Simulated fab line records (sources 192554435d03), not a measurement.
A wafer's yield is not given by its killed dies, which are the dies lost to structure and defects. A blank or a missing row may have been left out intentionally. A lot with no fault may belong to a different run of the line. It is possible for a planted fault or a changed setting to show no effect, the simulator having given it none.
A lot that was struck, set against a sound lot || flow n5-finfet || 37 out of 1938 route steps
Sound: the wafers L760.1, L760.2, L760.3. Wafers struck: L777.1, L777.4, L777.6. At the end, the cause is stated.
For every step that has rows: the tool of each side, followed by ch and its chambers, followed by its first start. Under that, the readings that differ: sound wafers || struck wafers || difference of the means || sigmas: that difference in standard deviations of wafers without a fault.
alike: words and numbers the same on both sides, and readings whose means are apart by under 2 such deviations; not compared: readings that were withheld, readings missing a value for some wafer, numbers with overlapping values and no deviation given by the record, and bounds like >300 which may hide the same value.
The two part at a step that has a row with sigmas, a row that says differs or no value, or rows on one side only. Numbers that have no deviation but don't overlap get no sigmas and don't part them. A reading missing from all wafers of one side parts the sides only when that side holds two or more wafers.

first, 9 steps without rows for these wafers: N5_BEOL_M4_ANNEAL_95 (time 240 s); N5_BEOL_M4_SPUTTER_96 (material Cu, target thk 4.5 nm, time 8.29 s); N5_BEOL_M4_ECD_50 (material Cu, target thk 300 nm); N5_BEOL_M4_ANNEAL_51 (time 90 s); N5_BEOL_M4_CMP_52 (polishes, stops on SiOC, t overpolish 6.8 s, target thk 40 nm); N5_BEOL_M4_PRE_CLEAN_60 (time 15 s); N5_BEOL_M4_CO_CAP_55 (material Co, precursor CCTBA/H2, target thk 2 nm, time 102.1 s); N5_BEOL_M4_PRE_CLEAN_56 (time 15 s); N5_BEOL_M4_DEP_57 (deposits SiCN from 3MS/NH3, target thk 8 nm, time 14 s).
N5_BEOL_M4_RC_MEAS_101:
  sound on prober-02 ch 0, day 7 22:50; struck on prober-02 ch 0, day 12 22:11
{"reading": "ION_N (uA/um)", "sound": "678 692 700", "struck": "656 670 649", "difference": -32, "sigmas": -2}
{"reading": "ION_P (uA/um)", "sound": "466 475 476", "struck": "446 451 447", "difference": -24, "sigmas": -3}
{"reading": "VT_N (mV)", "sound": "249 245 245", "struck": "256 254 256", "difference": "+9", "sigmas": "+2"}
  alike: DIBL_N, DIBL_P, IOFF_N, IOFF_P, SS_N, SS_P, VT_P
then, 24 steps without rows for these wafers: N5_BEOL_M5_ILD_DEP_00 (deposits SiCOH lowk from DEMS/porogen, target thk 140.64 nm, time 25.9 s); N5_BEOL_M5_CURE_79 (cures SiCOH lowk, time 240 s); N5_BEOL_M5_PECVD_70 (deposits SiO2 from TEOS/O2, target thk 16 nm, time 18 s); N5_BEOL_M5_HM_DEP_02 (deposits TiN, target thk 20 nm); N5_BEOL_M5_COAT_59 (time 60 s, resist thk 60 nm); N5_BEOL_M5_COAT_60 (time 60 s, resist thk 12 nm); N5_BEOL_M5_COAT_71 (time 60 s, resist thk 5 nm); N5_BEOL_M5_COAT_05 (resist thk 30 nm); N5_BEOL_M5_EBR_07; N5_BEOL_M5_SOFTBAKE_06 (time 60 s); N5_BEOL_M5_EXPOSE_08 (exposes mask M5, target cd 28 nm); N5_BEOL_M5_PEB_09 (peb time 60 s); N5_BEOL_M5_DEVELOP_10 (develop time 30 s); N5_BEOL_M5_DESCUM_16 (chemistry O2, time 7 s); N5_BEOL_M5_ETCH_72 (etches underlayer in N2/H2, target depth 6.5 nm, time 5.2 s); N5_BEOL_M5_ETCH_61 (etches SiARC in CF4, target depth 15.6 nm, time 26 s); N5_BEOL_M5_ETCH_62 (etches SOC in N2/H2, target depth 75 nm, overetch 15 nm, time 112.5 s); N5_BEOL_M5_STRIP_63 (strips in N2/H2); N5_BEOL_M5_STRIP_73 (strips in N2/H2); N5_BEOL_M5_STRIP_64 (strips in CF4); N5_BEOL_M5_HM_OPEN_17 (chemistry Cl2/BCl3, target TiN, target depth 20 nm, overetch 6 nm); N5_BEOL_M5_STRIP_19 (strips in O2); N5_BEOL_M5_COAT_65 (time 60 s, resist thk 60 nm); N5_BEOL_M5_COAT_66 (time 60 s, resist thk 12 nm).
N5_BEOL_M8_STRIP_36: strips in N2/H2.
  sound on rie-diel-03 ch 1,2,3, day 9 19:55; struck on rie-diel-03 ch 1,2, day 14 17:10
  no value came back on the struck wafers for any of 9 readings (bias-power-w (W), chamber-pressure-mTorr (mTorr) and others); on the sound wafers bias-power-w (W) reads 6.986 6.968 6.980
{"reading": "model.SOC_of_BEOL_M8_COAT_63.thk-nm (nm)", "sound": "0 0 0", "struck": "54.4 54.2 54.2", "difference": "+54.3", "sigmas": ""}
N5_BEOL_M8_ETCH_41: etches SiCN in CH3F/O2, target depth 31.9 nm, time 57.8 s.
  sound on rie-diel-03 ch 1,2,3; struck on rie-diel-03 ch 1,2, day 14 17:14
{"reading": "model.SOC_of_BEOL_M8_COAT_63.thk-nm (nm)", "sound": "0 0 0", "struck": "36.2 35.4 36", "difference": "+35.9", "sigmas": ""}
  alike: drypump-motor-current-A, oes-product-au, rf-vpp-V, showerhead-plenum-p-Torr, throttle-valve-pct
  not compared: rf-hours-counter-h
-- a jump in the record: the struck wafers' starts before and after are 3 days apart (it breaks off in module BEOL_M8 and resumes in module PASSIVATION, where the first step shown is number 1936 of the route) --
N5_PASSIVATION_PROBE_49:
  struck on prober-02, day 17 13:59; sound on prober-02, day 12 21:38
{"reading": "defect-limited-yield (%)", "sound": "89.2 91.5 89.9", "struck": "0 0 0", "difference": -90, "sigmas": -69}
{"reading": "killed_at_M4_up", "sound": "17 11 11", "struck": "1091 1096 1096", "difference": "+1081", "sigmas": "+99 or more"}
{"reading": "killed-dies", "sound": "127 100 119", "struck": "1180 1180 1180", "difference": "+1065", "sigmas": "+71"}
{"reading": "killed-on-rim", "sound": "13 12 19", "struck": "152 152 152", "difference": "+137", "sigmas": "+32"}
{"reading": "sort_bin_5_function (%)", "sound": "6.4 5.6 5.3", "struck": "96.0 97.4 96.9", "difference": "+91.0", "sigmas": "+99 or more"}
{"reading": "sort-n-pass", "sound": "1053 1080 1061", "struck": "0 0 0", "difference": -1065, "sigmas": -67}
{"reading": "sort-yield-pct (%)", "sound": "89.2 91.5 89.9", "struck": "0 0 0", "difference": -90, "sigmas": -64}
  alike: killed_at_M0_to_M3, killed-at-contacts, killed-at-front-end, killed-at-other, killed-open, killed-short, sort_bin_6_memory

== WHERE THEY PART ==
First at N5_BEOL_M4_RC_MEAS_101; last, within this record, at N5_PASSIVATION_PROBE_49.

WHY: what had been put in by the simulator
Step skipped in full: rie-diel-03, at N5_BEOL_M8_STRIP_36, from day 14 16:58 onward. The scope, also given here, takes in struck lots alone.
